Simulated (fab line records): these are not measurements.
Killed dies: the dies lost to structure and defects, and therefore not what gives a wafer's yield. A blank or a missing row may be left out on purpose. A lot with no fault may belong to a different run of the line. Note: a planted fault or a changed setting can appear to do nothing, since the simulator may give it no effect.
Chamber matching ; flow nandHarc ; 4 sister chambers for NHARC_A_BONDPAD_STRIP_15 on rieDiel-07
The step strips in O2. 4 wafers are shown with their chamber, then 7 later ones without.

== WAFERS WITH THEIR CHAMBER ==
wafer;chamber;showerheadPlenumPTorr (Torr)
L120.6;3;3.49
L122.5;1;3.71
L122.6;2;3.54
L127.2;0;3.37

== WAFERS WITHOUT THEIR CHAMBER ==
wafer;showerheadPlenumPTorr (Torr)
L127.5;3.48
L135.2;3.48
L135.4;3.37
L135.6;3.70
L134.1;3.54
L134.2;3.70
L134.3;3.48

== EACH ONE'S CHAMBER ==
wafer;from the rows above;in truth
L127.5;3;3
L135.2;3;3
L135.4;0;0
L135.6;1;1
L134.1;2;2
L134.2;1;1
L134.3;3;3
Placed correctly: 7 of 7. Can't be placed from these rows: 0. Placed wrongly: 0.
How it was worked out, from the rows above alone: a wafer's distance from a chamber is the root of the sum, over the readings, of the square of ((its reading less the chamber's mean) divided by the reading's scatter). The wafer belongs to the nearest chamber; if the next one is less than 2 further off, it can't be placed. A chamber's mean is the mean of its shown wafers. The scatter: root of mean squared gap, hidden wafer to nearest shown wafer, with one shown wafer a chamber.
